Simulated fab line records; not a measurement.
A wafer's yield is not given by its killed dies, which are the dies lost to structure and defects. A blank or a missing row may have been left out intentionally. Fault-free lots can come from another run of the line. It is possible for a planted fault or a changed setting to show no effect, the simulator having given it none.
Split-lot experiment :: flow n5 finfet :: 21 wafers read across 7 lots, on a route 1938 steps long

== ON THE SPLIT ==
At N5_BEOL_M15_ILD_DEP_00 (deposits SiO2 from TEOS/O2, target thk 1629.3 nm, time 346.1 s), the setting temp c was moved away from the recipe's 400 C on 4 of the 21 wafers read, by -1.9% to +1.8%. This setting was run at the recipe's value on the other wafers.

No step appears in the file between the split and the reading.

== THE READING ==
M15_ILD_THK at N5_BEOL_M15_THK_MEAS_01, in nm. Fault-free wafers of this fab line usually give 1630 nm, standard deviation 20 nm.

wafer: L074.3
tool, chamber at the split: pecvd-02, 2
temp c as run, C: 400
against the recipe: recipe
M15_ILD_THK, nm: 1611
against lot-mates on the recipe: -

wafer: L074.4
tool, chamber at the split: pecvd-02, 1
temp c as run, C: 400
against the recipe: recipe
M15_ILD_THK, nm: 1652
against lot-mates on the recipe: -

wafer: L074.6
tool, chamber at the split: pecvd-02, 2
temp c as run, C: 400
against the recipe: recipe
M15_ILD_THK, nm: 1619
against lot-mates on the recipe: -

wafer: L078.1
tool, chamber at the split: pecvd-04, 0
temp c as run, C: 400
against the recipe: recipe
M15_ILD_THK, nm: 1648
against lot-mates on the recipe: -

wafer: L078.3
tool, chamber at the split: pecvd-04, 1
temp c as run, C: 404.2
against the recipe: +1.0%
M15_ILD_THK, nm: 1603
against lot-mates on the recipe: -53

wafer: L078.4
tool, chamber at the split: pecvd-04, 2
temp c as run, C: 400
against the recipe: recipe
M15_ILD_THK, nm: 1664
against lot-mates on the recipe: -

wafer: L080.1
tool, chamber at the split: pecvd-02, 0
temp c as run, C: 407.2
against the recipe: +1.8%
M15_ILD_THK, nm: 1551
against lot-mates on the recipe: -77

wafer: L080.3
tool, chamber at the split: pecvd-02, 1
temp c as run, C: 400
against the recipe: recipe
M15_ILD_THK, nm: 1621
against lot-mates on the recipe: -

wafer: L080.5
tool, chamber at the split: pecvd-02, 2
temp c as run, C: 400
against the recipe: recipe
M15_ILD_THK, nm: 1635
against lot-mates on the recipe: -

wafer: L082.1
tool, chamber at the split: pecvd-02, 2
temp c as run, C: 400
against the recipe: recipe
M15_ILD_THK, nm: 1629
against lot-mates on the recipe: -

wafer: L082.3
tool, chamber at the split: pecvd-02, 0
temp c as run, C: 400
against the recipe: recipe
M15_ILD_THK, nm: 1637
against lot-mates on the recipe: -

wafer: L082.6
tool, chamber at the split: pecvd-02, 2
temp c as run, C: 392.3
against the recipe: -1.9%
M15_ILD_THK, nm: 1728
against lot-mates on the recipe: +95

wafer: L086.1
tool, chamber at the split: pecvd-03, 1
temp c as run, C: 400
against the recipe: recipe
M15_ILD_THK, nm: 1610
against lot-mates on the recipe: -

wafer: L086.2
tool, chamber at the split: pecvd-03, 2
temp c as run, C: 400
against the recipe: recipe
M15_ILD_THK, nm: 1635
against lot-mates on the recipe: -

wafer: L086.3
tool, chamber at the split: pecvd-03, 0
temp c as run, C: 400
against the recipe: recipe
M15_ILD_THK, nm: 1622
against lot-mates on the recipe: -

wafer: L090.3
tool, chamber at the split: pecvd-03, 2
temp c as run, C: 400
against the recipe: recipe
M15_ILD_THK, nm: 1624
against lot-mates on the recipe: -

wafer: L090.4
tool, chamber at the split: pecvd-03, 1
temp c as run, C: 395
against the recipe: -1.2%
M15_ILD_THK, nm: 1694
against lot-mates on the recipe: +66

wafer: L090.6
tool, chamber at the split: pecvd-03, 2
temp c as run, C: 400
against the recipe: recipe
M15_ILD_THK, nm: 1631
against lot-mates on the recipe: -

wafer: L097.1
tool, chamber at the split: pecvd-04, 0
temp c as run, C: 400
against the recipe: recipe
M15_ILD_THK, nm: 1612
against lot-mates on the recipe: -

wafer: L097.2
tool, chamber at the split: pecvd-04, 1
temp c as run, C: 400
against the recipe: recipe
M15_ILD_THK, nm: 1632
against lot-mates on the recipe: -

wafer: L097.3
tool, chamber at the split: pecvd-04, 2
temp c as run, C: 400
against the recipe: recipe
M15_ILD_THK, nm: 1620
against lot-mates on the recipe: -

FIT RESULTS
A straight line over all 21 wafers: M15_ILD_THK changes by -45.6 nm for each +1% of temp c; r = -0.91; the points scatter about the line by 15 nm.
The same after taking each lot's own level away (the mean of its wafers on the recipe; 21 wafers): -47.9 nm for each +1%; r = -0.96; scatter 9.9 nm.
The reading moves by 92 nm for the largest change in temp c, on that fit.
The lots' own levels span 1621.3 to 1656.0 nm, that is 1.7 times the standard deviation above.
So the lot-to-lot level changes the slope little: the two slopes agree.
Check: for one of the wafers moved furthest among these (-1.9%), held out of the fit, the line's prediction against its lot-mates is +91.3 nm. Against them it came out at +95 nm.

== THE WHOLE CHAIN: every reading that the file lists as answering this split, in the file's order ==
step: N5_BEOL_M15_ILD_DEP_00
what it does: deposits SiO2 from TEOS/O2, target thk 1629.3 nm, time 346.1 s
reading: SiO2_of_BEOL_M15_ILD_DEP_00.thk nm (the simulator's own value, which no gauge read)
change (the file's fit): -47.7 nm for each +1% of the setting
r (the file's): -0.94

step: N5_BEOL_M15_THK_MEAS_01
what it does: 
reading: M15_ILD_THK
change (the file's fit): -47.9 for each +1% of the setting
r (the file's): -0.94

step: N5_BEOL_M15_VIA_ETCH_16
what it does: etches SiO2 in C4F8/O2/Ar, target depth 1792.2 nm
reading: etch.depth nm (the simulator's own value, which no gauge read)
change (the file's fit): -47.7 nm for each +1% of the setting
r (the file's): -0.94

== FILE'S OWN FIT ==
M15_ILD_THK changes by -47.9 nm for each +1% of temp c, r = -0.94.
